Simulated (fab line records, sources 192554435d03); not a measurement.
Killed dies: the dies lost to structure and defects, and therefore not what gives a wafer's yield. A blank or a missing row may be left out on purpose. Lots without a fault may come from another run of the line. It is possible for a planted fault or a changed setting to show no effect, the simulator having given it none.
Chamber matching || flow n5 finfet || N5_HKMG_FIN_HK_ALD_01 on ald hk-03 has 4 sister chambers
The step deposits HfO2, target thk 1.6 nm, pulse time 3 s, purge time 3 s. 8 wafers are shown with their chamber, then 8 later ones without.

## EACH WAFER AND ITS CHAMBER
{"wafer": "L082.1", "chamber": 3, "precursor pulse height rel": 0.982}
{"wafer": "L082.6", "chamber": 0, "precursor pulse height rel": 1.000}
{"wafer": "L083.1", "chamber": 0, "precursor pulse height rel": 1.004}
{"wafer": "L083.2", "chamber": 3, "precursor pulse height rel": 0.984}
{"wafer": "L087.2", "chamber": 1, "precursor pulse height rel": 1.014}
{"wafer": "L087.5", "chamber": 2, "precursor pulse height rel": 1.002}
{"wafer": "L087.6", "chamber": 1, "precursor pulse height rel": 1.013}
{"wafer": "L091.4", "chamber": 2, "precursor pulse height rel": 1.018}

## WAFERS WITHOUT THEIR CHAMBER
{"wafer": "L091.5", "precursor pulse height rel": 1.015}
{"wafer": "L091.6", "precursor pulse height rel": 0.985}
{"wafer": "L092.1", "precursor pulse height rel": 0.970}
{"wafer": "L092.4", "precursor pulse height rel": 0.967}
{"wafer": "L092.6", "precursor pulse height rel": 1.041}
{"wafer": "L096.2", "precursor pulse height rel": 0.968}
{"wafer": "L096.3", "precursor pulse height rel": 1.008}
{"wafer": "L096.6", "precursor pulse height rel": 0.990}

## EACH ONE'S CHAMBER
{"wafer": "L091.5", "from the rows above": "can't be placed: 1 or 2 or 0", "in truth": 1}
{"wafer": "L091.6", "from the rows above": 3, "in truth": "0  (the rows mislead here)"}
{"wafer": "L092.1", "from the rows above": 3, "in truth": 3}
{"wafer": "L092.4", "from the rows above": 3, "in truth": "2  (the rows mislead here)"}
{"wafer": "L092.6", "from the rows above": "can't be placed: 1 or 2 or 0", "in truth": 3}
{"wafer": "L096.2", "from the rows above": 3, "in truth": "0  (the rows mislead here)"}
{"wafer": "L096.3", "from the rows above": "can't be placed: 2 or 1 or 0", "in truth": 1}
{"wafer": "L096.6", "from the rows above": "can't be placed: 3 or 0", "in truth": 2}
Correctly placed: 1 of 8. From these rows, 4 cannot be placed; in 2 the true chamber is one of the candidates. Number placed wrongly: 3.
How it was worked out, from the rows above alone: a wafer's distance from a chamber is the root of the sum, over the readings, of the square of ((its reading less the chamber's mean) divided by the reading's scatter). If the next closest chamber is less than 2 further off than the closest, the wafer can't be placed; otherwise it belongs to the closest. The mean given for a chamber averages the wafers shown for that chamber. The scatter: take each reading less its chamber's mean, square it, sum over the shown wafers, divide by the number of wafers less the number of chambers, and take the root.
